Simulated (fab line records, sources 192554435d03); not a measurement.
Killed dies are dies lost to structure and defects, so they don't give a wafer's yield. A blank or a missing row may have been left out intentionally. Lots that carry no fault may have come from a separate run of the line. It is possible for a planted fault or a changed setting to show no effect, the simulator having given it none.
fab line records | flow n5_finfet
record: lots: 5 | wafers: 15 | last_day: 17
route steps=1938 shown WELL_APT@38 PASSIVATION@1936
lots that met no fault: taken from a fault-free run of the same line
start_h: hours from the record's opening day to when the first of the lot's shown wafers began | wait_h: hours elapsed since this lot's preceding step | " repeats the value in the row above | L1.1+2: one row covering several wafers at once | - either no value or no given start | * or withheld: withheld | < > ~ a bound
route shown NAME@n: a module of which the file shows steps, and the number in the route of the first | usual: mean/standard deviation taken from wafers without a fault | same: alike in all rows | chamber/n: place in a boat | sites: each site's reading | _std_site: standard deviation across them | _edge_site: mean of outer sites minus mean of inner sites | radius_mm: how far each site lies from the wafer's centre | mask NAME#n: copy n | behind: tool/chamber where the wafer was last shaped | hold: what put the lot on hold/how long, in hours/how the hold closed | device: which transistor (n, p or np) failed to switch | end of line: the route-end tests of the same wafers | for a step that has no rows: nothing shown but its recipe | killed: dies that structure and defects cost at the first sort, which is not the same as the wafer's yield | map: per-die view of a wafer (x killed, . not killed, _ where there is no die)
set.NAME: the setting the step ran with; set.NAME@STEP: the setting that earlier step ran with | model.NAME: the simulator's own value behind a step, which no gauge read
a table for each step, a row for each wafer; lots at some steps of the route
services: when a tool's chamber went out of use (start_h, in hours from the record's first day, below 0 if earlier), for how many hours, and the reason
== steps ==
step: N5_WELL_APT_SOFTBAKE_20
recipe: temp_c: 130 | time_s: 60
step: N5_WELL_APT_EXPOSE_22
recipe: mask_id: PWELL | na: 0.8 | source_shape: conventional | sigma_outer: 0.8 | polarization: unpolarized | defocus_nm: 0 | target_cd_nm: 200 | dose_mj: 23.2
step: N5_WELL_APT_PEB_23
recipe: peb_temp_c: 130 | peb_time_s: 90
step: N5_WELL_APT_DEVELOP_24
recipe: develop_time_s: 45 | rinse_liquid: surfactant_rinse | dry: air_spin | dev_temp_c: 21
step: N5_WELL_APT_HARDBAKE_29
recipe: temp_c: 130 | time_s: 120
step: N5_WELL_APT_CD_MEAS_25
recipe: target_cd_nm: 200 | landing_energy_ev: 500 | detector: se_inlens
usual: cd_nm: 200.3/1.4
lot.wafer | tool      | chamber | start_h | wait_h | cd_nm
L643.2    | cd_sem-02 | 0       | 27.47   | -      | 200.7
L643.4    | "         | 0       | "       | "      | 200.0
L643.6    | "         | 0       | "       | "      | 198.9
L646.1    | cd_sem-01 | 0       | 44.94   | -      | 198.7
L646.3    | "         | 0       | "       | "      | 200.2
L646.6    | "         | 0       | "       | "      | 199.1
L648.1    | cd_sem-01 | 0       | 56.94   | -      | 201.6
L648.2    | "         | 0       | "       | "      | 201.1
L648.6    | "         | 0       | "       | "      | 204.3
L650.1    | cd_sem-01 | 0       | 69.30   | -      | 200.0
L650.2    | "         | 0       | "       | "      | 198.7
L650.6    | "         | 0       | "       | "      | 200.1
L660.1    | cd_sem-02 | 0       | 128.68  | -      | 199.9
L660.2    | "         | 0       | "       | "      | 199.5
L660.5    | "         | 0       | "       | "      | 201.1
step: N5_WELL_APT_OVL_MEAS_26
recipe: points_per_wafer: 44
usual: PWELL_OVL: 1/6.7
lot.wafer | tool       | chamber | start_h | wait_h | PWELL_OVL[nm]
L643.2    | overlay-02 | 0       | 27.50   | 0.0    | 9
L643.4    | "          | 0       | "       | "      | 11
L643.6    | "          | 0       | "       | "      | 14
L646.1    | overlay-02 | 0       | 44.97   | 0.0    | 11
L646.3    | "          | 0       | "       | "      | 7
L646.6    | "          | 0       | "       | "      | 19
L648.1    | overlay-02 | 0       | 56.97   | 0.0    | 6
L648.2    | "          | 0       | "       | "      | 12
L648.6    | "          | 0       | "       | "      | 7
L650.1    | overlay-02 | 0       | 69.34   | 0.0    | -12
L650.2    | "          | 0       | "       | "      | -7
L650.6    | "          | 0       | "       | "      | -9
L660.1    | overlay-02 | 0       | 128.71  | 0.0    | -5
L660.2    | "          | 0       | "       | "      | 1
L660.5    | "          | 0       | "       | "      | -3
step: N5_WELL_APT_INSPECT_27
recipe: mode: adi | inspect_instrument: macro
usual: raw_defect_count: 2.1/1.6
lot.wafer | tool              | chamber | start_h | wait_h | raw_defect_count
L643.2    | defect_inspect-02 | -       | 27.52   | 0.0    | 0
L643.4    | "                 | -       | "       | "      | 2
L643.6    | "                 | -       | "       | "      | 1
L646.1    | defect_inspect-02 | -       | 44.99   | 0.0    | 3
L646.3    | "                 | -       | "       | "      | 2
L646.6    | "                 | -       | "       | "      | 4
L648.1    | defect_inspect-02 | -       | 56.99   | 0.0    | 4
L648.2    | "                 | -       | "       | "      | 1
L648.6    | "                 | -       | "       | "      | 2
L650.1    | defect_inspect-01 | -       | 69.36   | 0.0    | 3
L650.2    | "                 | -       | "       | "      | 1
L650.6    | "                 | -       | "       | "      | 2
L660.1    | defect_inspect-01 | -       | 128.73  | 0.0    | 3
L660.2    | "                 | -       | "       | "      | 1
L660.5    | "                 | -       | "       | "      | 3
step: N5_WELL_APT_DESCUM_30
recipe: chemistry: O2 | time_s: 7.9 | source_power_w: 50 | bias_power_w: 20 | pressure_mtorr: 20 | rf_frequency_hz: 2.712e+07 | temp_c: 40 | o2_flow_sccm: 225
usual: drypump_motor_current_A: 5.8/0.35 | oes_product_au: 0.80/0.085 | rf_vpp_V: 243.8/1.4 | showerhead_plenum_p_Torr: 2.14/0.067 | throttle_valve_pct: 20.41/0.25
lot.wafer | tool        | chamber | start_h | wait_h | drypump_motor_current_A | oes_product_au | rf_hours_counter_h | rf_vpp_V | showerhead_plenum_p_Torr | throttle_valve_pct
L643.2    | rie_diel-04 | 2       | 28.03   | 0.5    | 6.1                     | 0.79           | 117                | 243.7    | 2.09                     | 20.70
L643.4    | "           | 3       | "       | "      | 6.2                     | 0.80           | 122                | 243.9    | 2.10                     | 20.59
L643.6    | "           | 2       | "       | "      | 6.0                     | 0.79           | -                  | 243.3    | 2.09                     | 20.69
L646.1    | rie_diel-04 | 2       | 45.02   | 0.0    | 6.1                     | 0.78           | 122                | 242.9    | 2.09                     | 20.70
L646.3    | "           | 1       | "       | "      | 6.4                     | 0.71           | 196                | 245.7    | 2.17                     | 20.66
L646.6    | "           | 2       | "       | "      | 6.1                     | 0.78           | -                  | 242.1    | 2.09                     | 20.68
L648.1    | rie_diel-05 | 1       | 57.08   | 0.1    | 5.5                     | 0.75           | 142                | 243.7    | 2.19                     | 20.46
L648.2    | "           | 2       | "       | "      | 5.5                     | 0.96           | 8                  | 244.2    | 2.14                     | 20.26
L648.6    | "           | 1       | "       | "      | 5.5                     | 0.74           | -                  | 244.7    | 2.19                     | 20.45
L650.1    | rie_diel-03 | 1       | 69.61   | 0.3    | 5.5                     | 0.78           | 128                | 242.6    | 2.01                     | 19.97
L650.2    | "           | 0       | "       | "      | 5.7                     | 0.70           | 201                | 243.3    | 2.17                     | 20.68
L650.6    | "           | 3       | "       | "      | 5.5                     | 0.75           | -                  | 244.2    | 2.10                     | 20.76
L660.1    | rie_diel-05 | 0       | 128.77  | 0.0    | 5.6                     | 0.89           | 22                 | 243.9    | 2.23                     | 20.06
L660.2    | "           | 3       | "       | "      | 5.8                     | 0.87           | 36                 | 242.8    | 2.05                     | 20.32
L660.5    | "           | 3       | "       | "      | 5.8                     | 0.87           | -                  | 243.0    | 2.05                     | 20.33
step: N5_WELL_APT_IMPLANT_31
recipe: species: B | energy_kev: 60 | dose_cm2: 1.5e+13 | tilt_deg: 0 | rotation_deg: 0
step: N5_WELL_APT_IMPLANT_32
recipe: species: BF2 | energy_kev: 50 | dose_cm2: 2e+13 | tilt_deg: 0 | rotation_deg: 0
step: N5_WELL_APT_STRIP_33
recipe: chemistry: SPM | time_s: 900 | temp_c: 130 | h2so4_h2o2_vol_ratio: 4 | dry: ipa_marangoni
step: N5_WELL_APT_RTA_34
recipe: temp_c: 1000 | time_s: 10 | ambient: N2 | idle_temp_c: 600 | ramp_up_c_per_s: 150 | ramp_down_c_per_s: 60 | cool_to_c: 600
usual: lamp_power_pct: 13.00/0.052 | lamp_zone_1_pct: 13.000/0.026 | lamp_zone_2_pct: 12.997/0.028 | lamp_zone_3_pct: 12.99/0.032 | lamp_zone_4_pct: 12.994/0.028 | lamp_zone_5_pct: 12.997/0.028 | lamp_zone_6_pct: 12.921/0.026 | lamp_zone_7_pct: 13.425/0.029 | wafer_temp_C_max: 1003.7/1.2
lot.wafer | tool          | chamber | start_h | wait_h | lamp_power_pct | lamp_zone_1_pct | lamp_zone_2_pct | lamp_zone_3_pct | lamp_zone_4_pct | lamp_zone_5_pct | lamp_zone_6_pct | lamp_zone_7_pct | wafer_temp_C_max
L643.2    | rtp_anneal-02 | 0       | 29.17   | 0.4    | 13.01          | 13.017          | 12.960          | 13.01           | 13.034          | 13.011          | 12.902          | 13.446          | 1005.9
L643.4    | "             | 0       | "       | "      | 12.98          | 12.978          | 12.996          | 13.01           | 12.937          | 13.021          | 12.941          | 13.397          | 1003.9
L643.6    | "             | 0       | "       | "      | 13.02          | 12.990          | 13.008          | 12.98           | 13.014          | 12.997          | 12.908          | 13.416          | 1002.9
L646.1    | rtp_anneal-01 | 0       | 45.79   | 0.0    | 13.02          | 13.012          | 13.053          | 12.97           | 12.992          | 13.004          | 12.909          | 13.429          | 1003.7
L646.3    | "             | 0       | "       | "      | 12.99          | 12.979          | 12.961          | 13.01           | 12.987          | 12.943          | 12.933          | 13.420          | 1003.3
L646.6    | "             | 0       | "       | "      | 12.99          | 12.996          | 13.031          | 12.99           | 13.003          | 12.987          | 12.894          | 13.434          | 1001.6
L648.1    | rtp_anneal-02 | 0       | 57.88   | 0.0    | 12.99          | 12.971          | 12.986          | 13.05           | 12.972          | 13.024          | 12.939          | 13.439          | 1002.7
L648.2    | "             | 0       | "       | "      | 12.95          | 12.988          | 13.018          | 13.00           | 13.003          | 12.936          | 12.932          | 13.409          | 1003.4
L648.6    | "             | 0       | "       | "      | 13.01          | 12.963          | 12.974          | 13.00           | 12.982          | 13.022          | 12.945          | 13.433          | 1002.5
L650.1    | rtp_anneal-01 | 0       | 72.99   | 0.0    | 13.03          | 12.998          | 12.980          | 12.96           | 12.954          | 12.991          | 12.916          | 13.422          | 1003.4
L650.2    | "             | 0       | "       | "      | 13.00          | 13.014          | 12.992          | 13.05           | 12.982          | 13.007          | 12.877          | 13.439          | 1005.4
L650.6    | "             | 0       | "       | "      | 13.03          | 13.001          | 13.003          | 12.95           | 13.046          | 12.973          | 12.908          | 13.449          | 1003.2
L660.1    | rtp_anneal-01 | 0       | 129.70  | 0.2    | 13.43          | 13.447          | 13.434          | 13.45           | 13.487          | 13.479          | 13.349          | 13.863          | 1005.6
L660.2    | "             | 0       | "       | "      | 13.41          | 13.499          | 13.415          | 13.46           | 13.441          | 13.427          | 13.405          | 13.891          | 1004.0
L660.5    | "             | 0       | "       | "      | 13.53          | 13.482          | 13.499          | 13.44           | 13.461          | 13.438          | 13.383          | 13.889          | 1004.2
step: N5_WELL_APT_OXIDE_STRIP_42
recipe: chemistry: dHF | dilution: 25:1 | time_s: 45 | temp_c: 25 | target: SiO2 | target_depth_a: 120
step: N5_PASSIVATION_PROBE_49
usual: killed_at_M0_to_M3: 35/11 | killed_at_M4_up: 14/5.4 | killed_at_contacts: 12/6.2 | killed_at_front_end: 38/11 | killed_at_other: 4.1/2.8 | killed_dies: 103/17 | killed_on_rim: 13/4 | killed_open: 66/13 | killed_short: 34/8.2
same: gross_dies: 1180 | killed_at_back_side: 0
lot.wafer | tool      | chamber | start_h | wait_h | killed_at_M0_to_M3 | killed_at_M4_up | killed_at_contacts | killed_at_front_end | killed_at_other | killed_dies | killed_on_rim | killed_open | killed_short
L643.2    | prober-01 | -       | 278.60  | 0.1    | 16                 | 18              | 7                  | 42                  | 2               | 85          | 14            | 51          | 32
L643.4    | prober-01 | -       | 278.70  | 0.2    | 26                 | 12              | 10                 | 45                  | 3               | 96          | 12            | 46          | 43
L643.6    | prober-01 | -       | 278.80  | 0.3    | 18                 | 13              | 7                  | 34                  | 2               | 74          | 8             | 46          | 24
L646.1    | prober-02 | -       | 304.21  | 0.0    | 39                 | 7               | 9                  | 54                  | 9               | 118         | 15            | 58          | 58
L646.3    | prober-02 | -       | 304.31  | 0.1    | 35                 | 16              | 16                 | 28                  | 8               | 103         | 15            | 63          | 38
L646.6    | prober-02 | -       | 304.46  | 0.3    | 35                 | 9               | 26                 | 36                  | 3               | 109         | 14            | 73          | 35
L648.1    | prober-01 | -       | 306.64  | 0.0    | 58                 | 20              | 17                 | 22                  | 6               | 123         | 14            | 81          | 39
L648.2    | prober-01 | -       | 306.69  | 0.1    | 46                 | 17              | 23                 | 16                  | 1               | 103         | 10            | 75          | 27
L648.6    | prober-01 | -       | 306.89  | 0.3    | 39                 | 17              | 10                 | 43                  | 7               | 116         | 14            | 71          | 42
L650.1    | prober-01 | -       | 334.77  | 0.0    | 23                 | 9               | 16                 | 28                  | 5               | 81          | 5             | 47          | 32
L650.2    | prober-01 | -       | 334.82  | 0.1    | 37                 | 7               | 13                 | 49                  | 4               | 110         | 16            | 71          | 38
L650.6    | prober-01 | -       | 335.02  | 0.3    | 28                 | 10              | 12                 | 34                  | 3               | 87          | 16            | 54          | 31
L660.1    | prober-02 | -       | 410.95  | 0.0    | 25                 | 10              | 7                  | 66                  | 1               | 109         | 11            | 81          | 26
L660.2    | prober-02 | -       | 411.00  | 0.1    | 49                 | 5               | 3                  | 58                  | 0               | 115         | 9             | 87          | 25
L660.5    | prober-02 | -       | 411.15  | 0.2    | 31                 | 6               | 6                  | 46                  | 2               | 91          | 17            | 59          | 30
killed by level:class
L643.2 FIN_SAQP:geometric_particle:short=12 STI_FIN_REVEAL:geometric_particle:open=11 FIN_SAQP:geometric_particle:open=5 MOL_CONTACT_COAG:geometric_particle:open=5 BEOL_M3:geometric_particle:open=5 BEOL_M3:geometric_particle:short=4 DUMMY_GATE:geometric_particle:open=4 BEOL_M4:geometric_particle:open=4
L643.4 FIN_SAQP:geometric_particle:short=15 FIN_SAQP:geometric_particle:open=8 BEOL_M0_SAQP:geometric_particle:short=8 MOL_CONTACT_COAG:geometric_particle:open=6 BEOL_M0_SAQP:geometric_particle:open=6 STI_FIN_REVEAL:geometric_particle:open=5 BEOL_M3:geometric_particle:open=5 STI_FIN_REVEAL:geometric_particle:short=3
L643.6 STI_FIN_REVEAL:geometric_particle:open=10 FIN_SAQP:geometric_particle:short=8 FIN_SAQP:geometric_particle:open=6 MOL_CONTACT_COAG:geometric_particle:open=5 BEOL_M0_SAQP:geometric_particle:open=4 DUMMY_GATE:geometric_particle:open=3 BEOL_M2:geometric_particle:open=3 BEOL_M3:geometric_particle:open=3
L646.1 FIN_SAQP:geometric_particle:short=23 BEOL_M0_SAQP:geometric_particle:short=9 BEOL_M0_SAQP:geometric_particle:open=8 FIN_SAQP:geometric_particle:open=7 BEOL_M2:geometric_particle:open=7 MOL_CONTACT_COAG:geometric_particle:open=5 DUMMY_GATE:geometric_particle:open=4 GATE_CUT:geometric_particle:short=4
L646.3 MOL_CONTACT_COAG:geometric_particle:open=10 BEOL_M0_SAQP:geometric_particle:short=9 BEOL_M0_SAQP:geometric_particle:open=9 STI_FIN_REVEAL:geometric_particle:open=5 MOL_CONTACT_COAG:geometric_particle:short=5 DUMMY_GATE:geometric_particle:open=4 BEOL_M1:geometric_particle:short=4 BEOL_M2:geometric_particle:open=4
L646.6 MOL_CONTACT_COAG:geometric_particle:open=20 BEOL_M1:geometric_particle:open=12 DUMMY_GATE:geometric_particle:open=5 MOL_CONTACT_COAG:geometric_particle:short=5 BEOL_M0_SAQP:geometric_particle:short=5 BEOL_M2:geometric_particle:open=5 FIN_SAQP:geometric_particle:open=4 FIN_SAQP:geometric_particle:short=4
L648.1 BEOL_M0_SAQP:geometric_particle:short=16 MOL_CONTACT_COAG:geometric_particle:open=15 BEOL_M0_SAQP:geometric_particle:open=14 BEOL_M4:geometric_particle:open=13 BEOL_M3:geometric_particle:open=7 BEOL_M2:geometric_particle:open=7 BEOL_M1:geometric_particle:open=5 DUMMY_GATE:geometric_particle:open=4
L648.2 MOL_CONTACT_COAG:geometric_particle:open=19 BEOL_M2:geometric_particle:open=9 BEOL_M0_SAQP:geometric_particle:open=9 BEOL_M0:geometric_particle:open=8 BEOL_M4:geometric_particle:open=8 STI_FIN_REVEAL:geometric_particle:open=7 BEOL_M1:geometric_particle:open=6 FIN_SAQP:geometric_particle:short=4
L648.6 DUMMY_GATE:geometric_particle:open=10 BEOL_M0_SAQP:geometric_particle:short=10 BEOL_M3:geometric_particle:open=9 MOL_CONTACT_COAG:geometric_particle:open=8 FIN_SAQP:geometric_particle:short=6 FIN_SAQP:geometric_particle:open=6 BEOL_M0_SAQP:geometric_particle:open=6 GATE_CUT:geometric_particle:short=5
L650.1 MOL_CONTACT_COAG:geometric_particle:open=11 FIN_SAQP:geometric_particle:open=9 BEOL_M0_SAQP:geometric_particle:short=6 MOL_CONTACT_COAG:geometric_particle:short=5 BEOL_M3:geometric_particle:open=5 BEOL_M3:geometric_particle:short=4 BEOL_M4:geometric_particle:open=4 FIN_SAQP:geometric_particle:short=3
L650.2 STI_FIN_REVEAL:geometric_particle:open=15 MOL_CONTACT_COAG:geometric_particle:open=11 BEOL_M0_SAQP:geometric_particle:open=10 FIN_SAQP:geometric_particle:open=9 GATE_CUT:geometric_particle:short=6 BEOL_M0_SAQP:geometric_particle:short=6 BEOL_M3:geometric_particle:short=6 BEOL_M1:geometric_particle:open=5
L650.6 FIN_SAQP:geometric_particle:short=12 MOL_CONTACT_COAG:geometric_particle:open=8 BEOL_M0_SAQP:geometric_particle:open=7 BEOL_M3:geometric_particle:open=6 BEOL_M4:geometric_particle:open=6 BEOL_M1:geometric_particle:open=5 MOL_CONTACT_COAG:geometric_particle:short=4 FIN_SAQP:geometric_particle:open=3
L660.1 STI_FIN_REVEAL:geometric_particle:open=27 FIN_SAQP:geometric_particle:open=12 BEOL_M3:geometric_particle:open=11 FIN_SAQP:geometric_particle:short=10 MOL_CONTACT_COAG:geometric_particle:open=5 BEOL_M0_SAQP:geometric_particle:open=4 BEOL_M7:geometric_particle:open=3 STI_FIN_REVEAL:geometric_particle:short=3
L660.2 FIN_SAQP:geometric_particle:open=23 BEOL_M3:geometric_particle:open=20 BEOL_M1:geometric_particle:open=10 STI_FIN_REVEAL:geometric_particle:open=9 FIN_SAQP:geometric_particle:short=7 DUMMY_GATE:geometric_particle:open=7 BEOL_M0_SAQP:geometric_particle:open=7 BEOL_M0_SAQP:geometric_particle:short=5
L660.5 FIN_SAQP:geometric_particle:open=16 BEOL_M3:geometric_particle:open=9 BEOL_M1:geometric_particle:open=8 GATE_CUT:geometric_particle:short=8 STI_FIN_REVEAL:geometric_particle:open=6 MOL_CONTACT_COAG:geometric_particle:open=6 BEOL_M0_SAQP:geometric_particle:short=6 DUMMY_GATE:geometric_particle:open=5
== services ==
tool        | chamber | start_h | hours | kind
rie_diel-04 | 2       | 14.12   | 5.1   | repair
rie_diel-03 | 2       | 22.81   | -     | clean
rie_diel-03 | 2       | 22.81   | -     | consumable_replace:focus_ring
rie_diel-03 | 2       | 22.81   | -     | consumable_replace:showerhead
rie_diel-03 | 2       | 22.81   | 13.2  | scheduled_down
rie_diel-03 | 2       | 22.81   | 13.2  | vent_cycle
rie_diel-05 | 2       | 27.22   | -     | clean
rie_diel-05 | 2       | 27.22   | -     | consumable_replace:focus_ring
rie_diel-05 | 2       | 27.22   | 13.3  | scheduled_down
rie_diel-05 | 2       | 27.22   | 13.3  | vent_cycle
rie_diel-05 | 0       | 40.64   | -     | clean
rie_diel-05 | 0       | 40.64   | -     | consumable_replace:focus_ring
rie_diel-05 | 0       | 40.64   | -     | consumable_replace:showerhead
rie_diel-05 | 0       | 40.64   | 23.2  | scheduled_down
rie_diel-05 | 0       | 40.64   | 23.2  | vent_cycle
rie_diel-05 | 3       | 55.27   | 10.0  | repair
rie_diel-04 | 2       | 65.79   | 6.7   | repair
rie_diel-03 | 3       | 95.34   | 22.6  | repair
rie_diel-03 | 0       | 103.91  | 18.7  | repair
rie_diel-03 | -       | 112.50  | 2.8   | repair
rie_diel-04 | 2       | 116.92  | 6.0   | repair
== key ==
first_sign: step: N5_WELL_APT_RTA_34 | reading: lamp_zone_1_pct | direction: up | sigmas: 18 | usual: * | struck: *
effect: step: N5_WELL_APT_RTA_34 | reading: lamp_zone_6_pct | direction: up | sigmas: 17 | usual: * | struck: *
met_at N5_WELL_APT_RTA_34
struck_wafers L660.1,L660.2,L660.5
tester_left_out L660
onset_between 72.99 129.70
fault: kind: process_parameter_drift | tool: rtp_anneal-01 | chamber: - | onset_h: 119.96 | steps: N5_WELL_APT_RTA_34 | channel: time_s | offset: * | shape: step | end_h: 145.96 | acts_in: * | stated: *
tester_left_out: of these lots the tester's yield and bins aren't shown, on N5 and GAA mostly nor the transistor test; their killed dies are dies lost to structure and defects alone, not to doping, threshold or leakage, so they don't give the yield
